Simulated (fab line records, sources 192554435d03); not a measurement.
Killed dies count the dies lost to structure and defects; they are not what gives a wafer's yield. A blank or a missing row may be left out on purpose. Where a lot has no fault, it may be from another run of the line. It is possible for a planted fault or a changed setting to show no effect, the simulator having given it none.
A struck lot beside a sound one	flow n5 finfet	16 out of 1938 route steps
Sound: wafers L417.1, L417.4, L417.6. The struck wafers were L411.3, L411.5, L411.6. The cause is given at the end.
At each step with rows: each side's tool, then ch and its chambers, then its first start. Under that, the readings that differ: sound wafers	struck wafers	difference of the means	sigmas: that difference in standard deviations of wafers without a fault.
alike: words and numbers the same on both sides, and readings whose means are apart by under 2 such deviations; not compared: readings that were withheld, readings missing a value for some wafer, numbers with overlapping values and no deviation given by the record, and bounds like >300 which may hide the same value.
Wherever a step has rows on one side only, a row that says differs or no value, or a row with sigmas, the two part there. Non-overlapping numbers with no deviation appear without sigmas and do not part them. A reading that every wafer of one side lacks parts them only if that side has two wafers or more.

first, 10 steps without rows for these wafers: N5_BEOL_M0_CUTY_DESCUM_61 (chemistry O2, time 7.9 s); N5_BEOL_M0_CUTY_ETCH_62 (etches SiARC in CF4, time 58.5 s); N5_BEOL_M0_CUTY_ETCH_63 (etches SOC in N2/H2, target depth 82.7 nm, overetch 16.5 nm, time 124 s); N5_BEOL_M0_CUTY_STRIP_64 (strips in N2/H2); N5_BEOL_M0_ETCH_138 (etches SiCN in CH3F/O2, target depth 12 nm, time 31.6 s); N5_BEOL_M0_HM_OPEN_105 (chemistry Cl2/BCl3, target TiN, target depth 12 nm); N5_BEOL_M0_STRIP_140 (strips in CF4); N5_BEOL_M0_STRIP_104 (strips in N2/H2); N5_BEOL_M0_WET_ETCH_106 (etches SiO2 in DHF, target depth 130 nm, rinse time 30 s); N5_BEOL_M0_ETCH_128 (etches SiCN in CF4/N2, target depth 12 nm, overetch 5.1 nm, time 21.4 s).
N5_BEOL_M0_TRENCH_ETCH_107: etches SiOC in C4F6/O2, target depth 32.8 nm, time 16.4 s.
  sound on rie diel-03 ch 0,1, day 11 08:55; struck on rie diel-04 ch 0,2,3, day 9 18:17
  no value came back on the struck wafers for any of 9 readings (C4F6_flow_sccm (sccm), O2_flow_sccm (sccm) and others); on the sound wafers C4F6_flow_sccm (sccm) reads 10.03 9.96 10.00
reading	sound	struck	difference	sigmas
model.TiN_of_BEOL_M0_SAQP_HM_DEP_02.thk nm (nm)	9.4 9.4 9.4	11.2 11.2 11	+1.7	
  not compared: rf hours counter h
then, 1 step without rows for these wafers: N5_BEOL_M0_STRIP_142 (strips in N2/H2, time 10 s).
N5_BEOL_M0_OCD_MEAS_108:
  sound on ocd-01 at day 11 09:01; struck on ocd-01 at day 9 18:23
reading	sound	struck	difference	sigmas
trench depth nm (nm)	32.8 33.8 33.3	0.1 0.0 0.6	-33.1	-40
then, 1 step without rows for these wafers: N5_BEOL_M0_HM_STRIP_129 (strips TiN in peroxide tin strip, target depth 17 nm, time 108 s).
N5_BEOL_M4_RC_MEAS_101:
  the record has rows for the sound wafers here (prober-02 ch 0, day 15 01:38) and none for the struck ones
-- record jumps: 7 days separate the struck wafers' starts on either side; left off in module BEOL_M4, taken up again in module PASSIVATION, whose first shown step is the route's number 1936 --
N5_PASSIVATION_PROBE_49:
  record: rows for the struck wafers here (prober-01, day 16 09:24), none for the sound ones

WHERE THEY PART
Last at N5_PASSIVATION_PROBE_49 as far as this record goes, first at N5_BEOL_M0_TRENCH_ETCH_107.

WHY: what the simulator had put in
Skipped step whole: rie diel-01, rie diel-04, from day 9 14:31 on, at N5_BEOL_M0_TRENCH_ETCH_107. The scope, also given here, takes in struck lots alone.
